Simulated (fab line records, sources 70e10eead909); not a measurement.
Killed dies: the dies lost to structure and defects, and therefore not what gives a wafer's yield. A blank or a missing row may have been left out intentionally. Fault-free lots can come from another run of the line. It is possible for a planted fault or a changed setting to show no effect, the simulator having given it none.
Chamber matching ; flow nand harc ; NHARC_A_SGD_CUT_ETCHBACK_24 on rie diel-11 has 4 sister chambers
The step etches the open film in CH3F/O2, target depth 50 nm, time 92.857 s. 8 wafers are shown with their chamber, then 10 later ones without.

== WAFERS PAIRED WITH THEIR CHAMBERS ==
wafer;chamber;drypump motor current A (A);rf vpp V (V)
L077.1;1;5.83;246.3
L079.3;3;5.43;244.6
L079.4;2;5.16;243.9
L086.2;0;5.68;242.8
L086.4;2;5.19;243.4
L086.5;3;5.43;244.2
L090.1;0;5.67;241.9
L090.4;1;5.87;244.8

== WAFERS WITH NO CHAMBER GIVEN ==
wafer;drypump motor current A (A);rf vpp V (V)
L090.6;5.41;244.9
L092.2;5.46;243.5
L092.4;5.68;244.1
L092.5;5.68;242.7
L095.1;5.67;243.7
L095.3;5.20;244.8
L095.6;5.90;245.7
L096.1;5.38;243.6
L096.4;5.16;245.0
L096.6;5.16;245.2

== THE CHAMBER EACH PASSED THROUGH ==
wafer;from the rows above;in truth
L090.6;3;3
L092.2;3;3
L092.4;0;0
L092.5;0;0
L095.1;0;0
L095.3;2;2
L095.6;1;1
L096.1;3;3
L096.4;2;2
L096.6;2;2
Correct placement for 10 of the 10. From these rows, 0 cannot be placed. Number placed wrongly: 0.
How it was worked out, from the rows above alone: a wafer's distance from a chamber is the root of the sum, over the readings, of the square of ((its reading less the chamber's mean) divided by the reading's scatter). If the next closest chamber is less than 2 further off than the closest, the wafer can't be placed; otherwise it belongs to the closest. The mean given for a chamber averages the wafers shown for that chamber. The scatter is the square root of a quotient: the sum, over the shown wafers, of each reading's squared deviation from its chamber's mean, divided by wafers minus chambers.
